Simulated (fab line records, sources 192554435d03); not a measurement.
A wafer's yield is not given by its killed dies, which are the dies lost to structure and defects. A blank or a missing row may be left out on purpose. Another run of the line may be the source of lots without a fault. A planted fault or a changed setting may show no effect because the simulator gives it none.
fab line records	flow n5-finfet
[record] lots = 12	wafers = 33	last-day = 17
route steps=1938 shown BEOL_M12@1612 PASSIVATION@1936
lots that met no fault: from a run of the same line without faults
start-h: the number of hours between the record's first day and the start of the first shown wafer of the lot	wait-h: time in hours since the lot's previous step	" the same as in the row above	L1.1+2: one row covering several wafers at once	- no value, or no start given	* or withheld: withheld	< > ~ a bound
route shown NAME@n: names a module that has steps shown in the file, with the first one's number in the route	usual: mean/standard deviation taken from wafers without a fault	same: alike in all rows	chamber/n: place in a boat	sites: readings site by site	_std_site: standard deviation across them	_edge_site: inner sites' mean taken away from outer sites' mean	radius-mm: how far each site lies from the wafer's centre	mask NAME#n: copy n	behind: the last tool/chamber to shape the wafer	hold: the reason the lot was held/the length of the hold in hours/how it ended	device: the transistor (n, p or np) that didn't switch	end of line: the same wafers' tests at the end of the route	for a step that has no rows: nothing shown but its recipe	killed: at the first sort, the dies lost to defects and structure; wafer yield is something else	map: dies across one wafer; x = killed, . = not, _ = none there
set.NAME: the setting as run; set.NAME@STEP: as run at that earlier step	model.NAME: the simulator's own value behind a step, which no gauge read
the route's steps for a sample of lots (tables are steps, rows are wafers)
services: a tool's chamber out of use, with start hour (start-h, from the record's first day; less than 0 if before it), hours out, and reason
[[steps]]
[step N5_BEOL_M12_CD_MEAS_10]
[recipe] target-cd-nm = 140	landing-energy-ev = 500	detector = se-inlens	polarity = opening
[usual] cd-nm = 140.8/1.9
lot.wafer	tool	chamber	start-h	wait-h	cd-nm
L295.1	cd-sem-03	0	233.38	-	139.3
L295.4	"	0	"	"	140.0
L295.6	"	0	"	"	142.1
L303.1	cd-sem-01	0	264.53	-	136.3
L303.5	"	0	"	"	138.0
L303.6	"	0	"	"	139.8
L302.1	cd-sem-03	0	265.13	-	139.2
L302.4	"	0	"	"	140.3
L302.5	"	0	"	"	140.1
L306.1	cd-sem-01	0	300.38	-	141.1
L306.2	"	0	"	"	141.2
L306.4	"	0	"	"	140.3
L305.3	cd-sem-03	0	301.32	-	141.4
L305.4	"	0	"	"	142.4
L305.5	"	0	"	"	138.0
L308.3	cd-sem-03	0	302.04	-	143.2
L308.4	"	0	"	"	143.6
L308.5	"	0	"	"	142.8
L309.1	cd-sem-03	0	310.73	-	140.0
L309.2	"	0	"	"	142.4
L309.6	"	0	"	"	145.1
L310.5	cd-sem-03	0	327.79	-	138.8
L310.6	"	0	"	"	142.9
L312.1	cd-sem-02	0	332.12	-	141.4
L314.1	cd-sem-02	0	349.90	-	143.0
L314.4	"	0	"	"	140.3
L314.5	"	0	"	"	141.1
L317.1	cd-sem-01	0	367.43	-	143.7
L317.2	"	0	"	"	139.0
L317.5	"	0	"	"	139.4
L315.1	cd-sem-01	0	367.69	-	142.2
L315.4	"	0	"	"	138.8
L315.6	"	0	"	"	138.2
[step N5_BEOL_M12_VIA_ETCH_16]
[recipe] chemistry = C4F8/O2/Ar	target = SiOC	pressure-mtorr = 30	source-w = 3000	bias-w = 700	Ar_flow_sccm = 400	C4F8_flow_sccm = 15	O2_flow_sccm = 8	he-inner-torr = 15	he-outer-torr = 30	target-depth-a = 7248	time-s = withheld	ion-energy-ev = 250	ends = cleared
[usual] C4F8_flow_sccm = 14.99/0.046	drypump-motor-current-A = 5.5/0.51	oes-product-au = 0.70/0.074	rf-vpp-V = 666/3.8	showerhead-plenum-p-Torr = 3.44/0.13	throttle-valve-pct = 24.31/0.27
lot.wafer	tool	chamber	start-h	wait-h	C4F8_flow_sccm	drypump-motor-current-A	oes-product-au	rf-vpp-V	showerhead-plenum-p-Torr	throttle-valve-pct
L295.1	rie-diel-04	3	233.55	0.0	15.00	5.1	0.66	665	3.43	24.45
L295.4	"	1	"	"	15.02	5.8	0.67	662	3.23	23.90
L295.6	"	0	"	"	14.96	5.7	0.61	667	3.52	24.28
L303.1	rie-diel-04	2	264.71	0.0	14.99	6.3	0.74	664	3.34	24.57
L303.5	"	2	"	"	14.97	6.3	0.74	664	3.34	24.56
L303.6	"	1	"	"	14.96	5.8	0.65	662	3.23	23.91
L302.1	rie-diel-06	3	265.31	0.0	14.91	4.9	0.82	670	3.64	24.38
L302.4	"	1	"	"	14.99	5.6	0.63	665	3.39	24.64
L302.5	"	1	"	"	14.93	5.6	0.64	664	3.39	24.65
L306.1	rie-diel-06	0	300.77	0.0	15.07	4.8	0.65	661	3.29	24.37
L306.2	"	1	"	"	15.13	5.6	0.63	665	3.38	24.65
L306.4	"	2	"	"	15.02	5.3	0.63	664	3.36	24.36
L305.3	rie-diel-06	3	301.49	0.0	15.01	4.9	0.81	671	3.63	24.38
L305.4	"	1	"	"	14.98	5.6	0.62	664	3.38	24.66
L305.5	"	3	"	"	15.03	4.9	0.80	671	3.63	24.39
L308.3	rie-diel-05	0	302.27	0.0	14.99	5.9	0.65	668	3.57	24.64
L308.4	"	3	"	"	14.96	6.4	0.83	671	3.62	23.94
L308.5	"	2	"	"	14.96	5.4	0.74	671	3.54	23.89
L309.1	rie-diel-05	2	310.91	0.0	14.93	5.4	0.73	669	3.54	23.87
L309.2	"	0	"	"	15.01	5.9	0.66	669	3.57	24.68
L309.6	"	2	"	"	14.95	5.4	0.73	670	3.54	23.89
L310.5	rie-diel-04	1	328.05	0.1	14.91	5.9	0.64	659	3.22	23.93
L310.6	"	2	"	"	14.97	6.3	0.71	663	3.33	24.60
L312.1	rie-diel-05	0	332.34	0.0	14.87	5.9	0.63	669	3.56	24.68
L314.1	rie-diel-06	0	350.07	0.0	14.94	4.8	0.63	660	3.28	24.39
L314.4	"	3	"	"	14.92	4.9	0.77	670	3.62	24.39
L314.5	"	1	"	"	15.01	5.6	0.62	662	3.38	24.67
L317.1	rie-diel-06	3	368.18	0.0	14.97	4.9	0.77	670	3.62	24.41
L317.2	"	0	"	"	14.95	4.8	0.63	662	3.28	24.40
L317.5	"	3	"	"	14.94	4.9	0.77	670	3.62	24.39
L315.1	rie-diel-04	1	368.19	0.0	15.00	5.8	0.63	661	3.21	23.94
L315.4	"	3	"	"	15.09	5.1	0.63	664	3.41	24.52
L315.6	"	2	"	"	15.02	6.3	0.71	663	3.33	24.62
[step N5_BEOL_M12_COAT_22]
[recipe] spin-rpm = 2888	resist-thk-nm = 300
[usual] spin-speed-rpm = 2888.0/1.9
lot.wafer	tool	chamber	start-h	wait-h	spin-speed-rpm
L295.1	litho-track-05	0	234.00	-	2888.5
L295.4	"	0	"	"	2888.7
L295.6	"	0	"	"	2885.5
L303.1	litho-track-05	0	265.16	-	2890.7
L303.5	"	0	"	"	2889.7
L303.6	"	0	"	"	2887.1
L302.1	litho-track-03	0	265.77	-	2887.6
L302.4	"	0	"	"	2888.0
L302.5	"	0	"	"	2887.5
L306.1	litho-track-02	0	301.36	-	2889.6
L306.2	"	0	"	"	2886.1
L306.4	"	0	"	"	2887.0
L305.3	litho-track-02	0	302.44	-	2889.6
L305.4	"	0	"	"	2884.8
L305.5	"	0	"	"	2886.4
L308.3	litho-track-05	0	303.08	-	2891.6
L308.4	"	0	"	"	2889.6
L308.5	"	0	"	"	2889.7
L309.1	litho-track-05	0	311.36	-	2885.0
L309.2	"	0	"	"	2888.8
L309.6	"	0	"	"	2884.7
L310.5	litho-track-05	0	328.41	-	2534.5
L310.6	"	0	"	"	2532.4
L312.1	litho-track-05	0	332.90	-	2536.4
L314.1	litho-track-02	0	350.52	-	2892.0
L314.4	"	0	"	"	2889.7
L314.5	"	0	"	"	2889.3
L317.1	litho-track-03	0	368.63	-	2891.1
L317.2	"	0	"	"	2889.3
L317.5	"	0	"	"	2891.0
L315.1	litho-track-02	0	368.65	-	2887.5
L315.4	"	0	"	"	2888.6
L315.6	"	0	"	"	2887.2
[step N5_BEOL_M12_OVL_MEAS_29]
[recipe] points-per-wafer = 44
[usual] M12_OVL = -5/4.3
lot.wafer	tool	chamber	start-h	wait-h	M12_OVL[nm]
L295.1	overlay-02	0	234.44	0.0	-9
L295.4	"	0	"	"	-3
L295.6	"	0	"	"	-3
L303.1	overlay-02	0	265.59	0.0	-11
L303.5	"	0	"	"	-7
L303.6	"	0	"	"	-1
L302.1	overlay-02	0	266.21	0.0	-13
L302.4	"	0	"	"	-2
L302.5	"	0	"	"	-2
L306.1	overlay-02	0	301.80	0.0	0
L306.2	"	0	"	"	-9
L306.4	"	0	"	"	-10
L305.3	overlay-02	0	302.88	0.0	-8
L305.4	"	0	"	"	-14
L305.5	"	0	"	"	-2
L308.3	overlay-02	0	303.39	0.0	-1
L308.4	"	0	"	"	3
L308.5	"	0	"	"	2
L309.1	overlay-02	0	311.67	0.0	-10
L309.2	"	0	"	"	-1
L309.6	"	0	"	"	-3
L310.5	overlay-02	0	328.85	0.0	-9
L310.6	"	0	"	"	-2
L312.1	overlay-01	0	333.22	0.0	-1
L314.1	overlay-01	0	350.84	0.0	-8
L314.4	"	0	"	"	-6
L314.5	"	0	"	"	-11
L317.1	overlay-01	0	369.07	0.0	-2
L317.2	"	0	"	"	1
L317.5	"	0	"	"	-3
L315.1	overlay-02	0	369.11	0.0	-12
L315.4	"	0	"	"	-6
L315.6	"	0	"	"	-7
[step N5_PASSIVATION_PROBE_49]
[usual] defect-limited-yield = 91.3/1.5	killed_at_M0_to_M3 = 35/10	killed_at_M4_up = 12/4.6	killed-at-contacts = 13/6.6	killed-at-front-end = 39/11	killed-at-other = 4/3.4	killed-dies = 103/17	killed-open = 67/13	killed-short = 35/8.2	sort_bin_5_function = 5.1/0.94	sort_bin_6_memory = 3.2/0.7	sort_bin_8_speed = 0.00/0.03	sort-n-pass = 1077/17	sort-yield-pct = 91.3/1.5
[same] gross-dies = 1180	killed-at-back-side = 0	sort_bin_4_leakage[%] = 0
lot.wafer	tool	chamber	start-h	wait-h	defect-limited-yield[%]	killed_at_M0_to_M3	killed_at_M4_up	killed-at-contacts	killed-at-front-end	killed-at-other	killed-dies	killed-open	killed-short	sort_bin_5_function[%]	sort_bin_6_memory[%]	sort_bin_8_speed[%]	sort-n-pass	sort-yield-pct[%]
L310.5	prober-01	-	373.88	0.2	92.9	23	14	7	36	4	84	59	25	4.5	2.5	0	1096	92.9
L310.6	prober-01	-	373.93	0.3	91.5	50	7	6	35	2	100	62	37	4.9	3.0	0	1080	91.5
L312.1	prober-01	-	383.95	0.0	92.6	37	13	2	35	0	87	54	32	4.5	2.5	0	1093	92.6
// killed by level:class
L310.5 BEOL_M0_SAQP:geometric-particle:short=8 FIN_SAQP:geometric-particle:open=7 STI_FIN_REVEAL:geometric-particle:open=7 DUMMY_GATE:geometric-particle:open=7 MOL_CONTACT_COAG:geometric-particle:open=6 BEOL_M0_SAQP:geometric-particle:open=5 BEOL_M5:geometric-particle:open=5 STARTING-WAFER:geometric-particle:open=4
L310.6 BEOL_M0_SAQP:geometric-particle:short=21 BEOL_M0_SAQP:geometric-particle:open=20 FIN_SAQP:geometric-particle:open=11 STI_FIN_REVEAL:geometric-particle:open=6 MOL_CONTACT_COAG:geometric-particle:open=5 ILD0:geometric-particle:open=3 GATE_CUT:geometric-particle:short=3 GATE_CUT:geometric-particle:open=3
L312.1 STI_FIN_REVEAL:geometric-particle:open=11 BEOL_M4:geometric-particle:open=8 BEOL_M0_SAQP:geometric-particle:short=8 BEOL_M0_SAQP:geometric-particle:open=7 BEOL_M3:geometric-particle:open=7 BEOL_M3:geometric-particle:short=7 DUMMY_GATE:geometric-particle:open=4 BEOL_M1:geometric-particle:open=4
[[services]]
tool	chamber	start-h	hours	kind
rie-diel-04	-	212.56	0.5	repair
rie-diel-05	0	213.29	4.7	repair
litho-track-05	-	214.93	-	consumable-replace:filter
rie-diel-06	-	216.71	2.8	pm
litho-track-02	-	217.19	-	consumable-replace:filter
rie-diel-04	0	224.29	7.6	repair
rie-diel-05	3	226.40	-	clean
rie-diel-05	3	226.40	-	consumable-replace:focus-ring
rie-diel-04	-	228.63	2.8	pm
litho-track-02	-	250.54	-	consumable-replace:filter
rie-diel-06	3	258.82	2.4	repair
rie-diel-04	0	292.44	-	clean
rie-diel-04	0	292.44	-	consumable-replace:focus-ring
rie-diel-04	0	292.44	17.5	scheduled-down
rie-diel-04	0	292.44	17.5	vent-cycle
rie-diel-04	3	323.85	12.5	repair
rie-diel-04	2	328.65	1.8	repair
rie-diel-06	1	330.77	13.6	repair
rie-diel-05	-	352.93	2.8	pm
rie-diel-06	2	358.97	-	clean
rie-diel-06	2	358.97	-	consumable-replace:focus-ring
rie-diel-06	2	358.97	15.0	scheduled-down
rie-diel-06	2	358.97	15.0	vent-cycle
rie-diel-05	-	366.99	4.3	pm
[[key]]
[first-sign] step = N5_BEOL_M12_COAT_22	reading = spin-speed-rpm	direction = down	sigmas = 99+	usual = *	struck = *
effect none on later readings
met-at N5_BEOL_M12_COAT_22
struck-lots L310,L312
not-acting-at N5_BEOL_M12_CD_MEAS_10,N5_BEOL_M12_VIA_ETCH_16,N5_BEOL_M12_OVL_MEAS_29
onset-between 311.36 328.41
[fault] kind = process-parameter-drift	tool = litho-track-05	chamber = -	onset-h = 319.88	steps = N5_BEOL_M12_COAT_22	channel = spin-rpm	offset = *	shape = step	acts-in = *	stated = *
